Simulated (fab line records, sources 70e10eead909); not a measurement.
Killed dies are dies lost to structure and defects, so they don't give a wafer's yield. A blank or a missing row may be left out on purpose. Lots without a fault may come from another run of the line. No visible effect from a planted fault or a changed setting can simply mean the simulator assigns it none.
fab line records ; flow nandHarc ; part 2 of 2: steps 25 to 30 of 30
record lots=5; wafers=15; lastDay=33
route steps=1302 shown A_STAIRCASE@643
lots with no fault: from the same line, run without faults
startH: the number of hours between the record's first day and the start of the first shown wafer of the lot ; waitH: time in hours since the lot's previous step ; " as in the row above ; L1.1+2: one row covering several wafers at once ; - no value, or no start was given ; * or withheld: withheld ; < > ~ a bound
route shown NAME@n: names a module that has steps shown in the file, with the first one's number in the route ; usual: the fault-free wafers' mean and standard deviation ; same: alike in all rows ; chamber/n: place in a boat ; sites: per-site readings ; _std_site: standard deviation across them ; _edge_site: outer sites' mean less inner sites' ; radiusMm: how far each site lies from the wafer's centre ; mask NAME#n: copy n ; behind: tool/chamber where the wafer was last shaped ; hold: what put the lot on hold/how long, in hours/how the hold closed ; device: transistor that didn't switch, given as n, p or np ; end of line: the route-end tests of the same wafers ; a step given without rows: its recipe and nothing more ; killed: at the first sort, the dies lost to defects and structure; wafer yield is something else ; map: shows each die of a wafer: x if killed, . if not, _ if none is there
set.NAME: the setting that was run; set.NAME@STEP: the one run at that earlier step ; model.NAME: the simulator's own value behind a step, which no gauge read
lots seen at some steps along the route; tables by step, rows by wafer
services: a tool's chamber out of use, with start hour (startH, from the record's first day; less than 0 if before it), hours out, and reason
## steps
# step NHARC_A_STAIRCASE_ETCH_13
# recipe targetDepthA=1000; timeS=40.5; ionEnergyEv=400; c4f8FlowSccm=20; o2FlowSccm=10; arFlowSccm=withheld; rfW=600; biasW=1000; chemistry=C4F8/O2
# usual oesProductAu=0.945/0.012; rfVppV=895/5.3
lot.wafer;tool;chamber;startH;waitH;oesProductAu;rfHoursCounterH;rfVppV
L074.4;rieDiel-10;3;-;-;0.958;32;898
L074.6;rieDiel-10;2;-;-;0.955;-;891
L074.5;rieDiel-10;3;-;-;0.950;-;898
L085.1;rieDiel-10;2;-;-;0.951;8;890
L085.3;rieDiel-10;3;-;-;0.950;8;896
L085.6;rieDiel-10;3;-;-;0.944;-;897
L088.1;rieDiel-10;1;-;-;0.935;27;904
L088.4;rieDiel-10;2;-;-;0.944;26;890
L088.6;rieDiel-10;1;-;-;0.941;-;901
L092.3;rieDiel-10;3;-;-;0.932;39;895
L092.1;rieDiel-10;0;-;-;0.941;21;897
L092.4;rieDiel-10;1;-;-;0.933;36;901
L096.2;rieDiel-04;2;-;-;0.938;11;889
L096.1;rieDiel-04;3;-;-;0.943;8;887
L096.3;rieDiel-04;1;-;-;0.941;11;894
# step NHARC_A_STAIRCASE_TRIM_14
# recipe timeS=211.2; o2FlowSccm=500; arFlowSccm=0; biasW=0; chemistry=O2
# usual drypumpMotorCurrentA=5.9/0.41; oesProductAu=1.005/0.0068; rfVppV=57.8/0.91; showerheadPlenumPTorr=3.51/0.14; throttleValvePct=17.037/0.0075
lot.wafer;tool;chamber;startH;waitH;drypumpMotorCurrentA;oesProductAu;rfHoursCounterH;rfVppV;showerheadPlenumPTorr;throttleValvePct
L074.4;rieDiel-10;1;-;-;5.8;0.999;31;58.1;3.75;17.029
L074.6;rieDiel-10;0;-;-;5.9;0.993;-;57.3;3.54;17.047
L074.5;rieDiel-10;1;-;-;5.9;1.004;-;57.6;3.75;17.029
L085.3;rieDiel-10;2;-;-;6.3;1.011;8;58.8;3.38;17.025
L085.1;rieDiel-10;3;-;-;5.3;1.007;8;58.5;3.55;17.031
L085.6;rieDiel-10;3;-;-;5.3;1.008;-;56.8;3.55;17.052
L088.4;rieDiel-10;1;-;-;5.9;1.006;27;57.3;3.72;17.033
L088.1;rieDiel-10;0;-;-;5.9;1.018;11;58.5;3.53;17.038
L088.6;rieDiel-10;2;-;-;6.3;1.009;-;57.0;3.37;17.042
L092.1;rieDiel-10;2;-;-;6.4;0.996;39;57.2;3.37;17.031
L092.4;rieDiel-10;0;-;-;5.9;1.008;21;57.0;3.52;17.036
L092.3;rieDiel-10;1;-;-;5.8;1.004;36;57.8;3.71;17.030
L096.3;rieDiel-04;1;-;-;6.4;1.011;11;58.1;3.48;17.031
L096.1;rieDiel-04;3;-;-;5.7;1.000;8;57.7;3.30;17.025
L096.2;rieDiel-04;0;-;-;5.4;1.006;10;57.0;3.42;17.040
# step NHARC_A_STAIRCASE_ETCH_15
# recipe targetDepthA=1000; timeS=40.5; ionEnergyEv=400; c4f8FlowSccm=20; o2FlowSccm=10; arFlowSccm=withheld; rfW=600; biasW=1000; chemistry=C4F8/O2
# usual oesProductAu=0.944/0.0087; rfVppV=895/5.1
lot.wafer;tool;chamber;startH;waitH;oesProductAu;rfHoursCounterH;rfVppV
L074.4;rieDiel-10;1;-;-;0.937;31;904
L074.5;rieDiel-10;3;-;-;0.944;-;898
L074.6;rieDiel-10;0;-;-;0.928;-;897
L085.1;rieDiel-10;3;-;-;0.944;8;897
L085.3;rieDiel-10;1;-;-;0.934;8;903
L085.6;rieDiel-10;3;-;-;0.939;-;896
L088.4;rieDiel-10;2;-;-;0.955;26;890
L088.1;rieDiel-10;1;-;-;0.947;27;902
L088.6;rieDiel-10;3;-;-;0.949;-;897
L092.4;rieDiel-10;2;-;-;0.941;39;890
L092.3;rieDiel-10;3;-;-;0.943;39;896
L092.1;rieDiel-10;0;-;-;0.954;21;897
L096.3;rieDiel-04;3;-;-;0.951;8;887
L096.2;rieDiel-04;1;-;-;0.939;11;894
L096.1;rieDiel-04;2;-;-;0.943;11;890
# step NHARC_A_STAIRCASE_TRIM_16
# recipe timeS=211.2; o2FlowSccm=500; arFlowSccm=0; biasW=0; chemistry=O2
# usual drypumpMotorCurrentA=5.9/0.41; oesProductAu=1.004/0.0074; rfVppV=57.7/0.88; showerheadPlenumPTorr=3.51/0.14; throttleValvePct=17.036/0.009
lot.wafer;tool;chamber;startH;waitH;drypumpMotorCurrentA;oesProductAu;rfHoursCounterH;rfVppV;showerheadPlenumPTorr;throttleValvePct
L074.4;rieDiel-10;2;-;-;6.4;1.007;34;56.5;3.40;17.034
L074.5;rieDiel-10;2;-;-;6.4;1.004;-;57.0;3.40;17.023
L074.6;rieDiel-10;3;-;-;5.4;1.007;-;57.5;3.57;17.024
L085.3;rieDiel-10;3;-;-;5.4;1.018;8;57.8;3.55;17.036
L085.1;rieDiel-10;1;-;-;5.9;0.994;8;57.2;3.73;17.031
L085.6;rieDiel-10;1;-;-;5.9;1.006;-;60.3;3.73;17.030
L088.4;rieDiel-10;1;-;-;5.8;0.987;27;58.2;3.72;17.049
L088.1;rieDiel-10;3;-;-;5.4;0.999;27;57.7;3.54;17.037
L088.6;rieDiel-10;2;-;-;6.4;1.003;-;57.6;3.37;17.040
L092.3;rieDiel-10;0;-;-;5.9;1.016;21;58.2;3.52;17.035
L092.1;rieDiel-10;2;-;-;6.4;1.010;39;57.1;3.37;17.032
L092.4;rieDiel-10;3;-;-;5.3;1.013;40;56.9;3.53;17.037
L096.2;rieDiel-04;2;-;-;6.0;1.010;11;57.2;3.33;17.052
L096.1;rieDiel-04;3;-;-;5.7;0.992;8;57.8;3.30;17.037
L096.3;rieDiel-04;0;-;-;5.4;1.004;10;56.8;3.42;17.027
# step NHARC_A_STAIRCASE_ETCH_17
# recipe targetDepthA=1000; timeS=40.5; ionEnergyEv=400; c4f8FlowSccm=20; o2FlowSccm=10; arFlowSccm=withheld; rfW=600; biasW=1000; chemistry=C4F8/O2
# usual oesProductAu=0.945/0.0083; rfVppV=895/5.4
lot.wafer;tool;chamber;startH;waitH;oesProductAu;rfHoursCounterH;rfVppV
L074.4;rieDiel-10;2;-;-;0.949;34;892
L074.5;rieDiel-10;0;-;-;0.955;-;896
L074.6;rieDiel-10;1;-;-;0.954;-;904
L085.1;rieDiel-10;3;-;-;0.945;8;896
L085.3;rieDiel-10;1;-;-;0.935;8;903
L085.6;rieDiel-10;1;-;-;0.939;-;903
L088.1;rieDiel-10;2;-;-;0.944;27;891
L088.4;rieDiel-10;0;-;-;0.949;12;896
L088.6;rieDiel-10;2;-;-;0.946;-;891
L092.4;rieDiel-10;0;-;-;0.954;21;896
L092.3;rieDiel-10;1;-;-;0.940;37;902
L092.1;rieDiel-10;2;-;-;0.953;39;889
L096.1;rieDiel-04;1;-;-;0.938;11;894
L096.2;rieDiel-04;2;-;-;0.936;11;888
L096.3;rieDiel-04;3;-;-;0.936;8;888
# step NHARC_A_STAIRCASE_TRIM_18
# recipe timeS=211.2; o2FlowSccm=500; arFlowSccm=0; biasW=0; chemistry=O2
# usual drypumpMotorCurrentA=5.9/0.41; oesProductAu=1.004/0.0067; rfVppV=57.8/0.98; showerheadPlenumPTorr=3.51/0.14; throttleValvePct=17.036/0.0094
lot.wafer;tool;chamber;startH;waitH;drypumpMotorCurrentA;oesProductAu;rfHoursCounterH;rfVppV;showerheadPlenumPTorr;throttleValvePct
L074.4;rieDiel-10;1;-;-;5.8;1.001;31;58.3;3.75;17.036
L074.6;rieDiel-10;3;-;-;5.4;1.010;-;58.5;3.57;17.044
L074.5;rieDiel-10;0;-;-;5.9;0.992;-;59.8;3.54;17.028
L085.3;rieDiel-10;1;-;-;5.9;1.004;8;58.4;3.73;17.040
L085.1;rieDiel-10;2;-;-;6.4;1.002;8;57.3;3.38;17.034
L085.6;rieDiel-10;2;-;-;6.4;1.008;-;56.8;3.38;17.038
L088.1;rieDiel-10;2;-;-;6.3;0.994;27;58.0;3.37;17.034
L088.4;rieDiel-10;3;-;-;5.4;1.010;27;59.0;3.54;17.030
L088.6;rieDiel-10;1;-;-;5.9;1.006;-;57.1;3.72;17.028
L092.3;rieDiel-10;2;-;-;6.4;0.999;39;56.8;3.37;17.045
L092.4;rieDiel-10;3;-;-;5.4;0.995;40;59.4;3.53;17.039
L092.1;rieDiel-10;1;-;-;5.8;0.994;37;58.0;3.72;17.039
L096.1;rieDiel-04;2;-;-;6.0;1.003;11;57.0;3.33;17.051
L096.2;rieDiel-04;3;-;-;5.7;1.002;8;56.9;3.30;17.049
L096.3;rieDiel-04;0;-;-;5.4;1.002;10;58.1;3.42;17.035
## services
tool;chamber;startH;hours;kind
rieDiel-10;0;318.55;4.5;repair
krfScanner-02;-;342.13;2.5;repair
rieDiel-04;-;355.03;9.0;pm
rieDiel-10;1;378.57;7.1;repair
krfScanner-03;-;396.00;4.0;pm
lithoTrack-02;-;402.01;7.0;pm
wetBench-04;-;403.20;8.0;pm
rieDiel-10;0;408.18;57.3;repair
plasmaAsher-02;-;417.96;0.4;repair
rieDiel-10;-;421.20;9.0;pm
lithoTrack-07;-;426.00;7.0;pm
plasmaAsher-02;-;426.08;9.0;pm
rieDiel-04;3;426.47;1.7;repair
krfScanner-02;-;436.13;9.6;repair
rieDiel-04;2;445.86;34.0;repair
lithoTrack-03;-;450.00;7.0;pm
krfScanner-02;-;450.74;0.4;repair
wetBench-01;-;453.60;8.0;pm
krfScanner-02;-;458.75;8.6;repair
rieDiel-04;0;505.96;4.3;repair
rieDiel-04;2;523.84;18.4;repair
rieDiel-04;-;532.03;9.0;pm
lithoTrack-02;-;577.01;7.0;pm
wetBench-04;-;579.20;8.0;pm
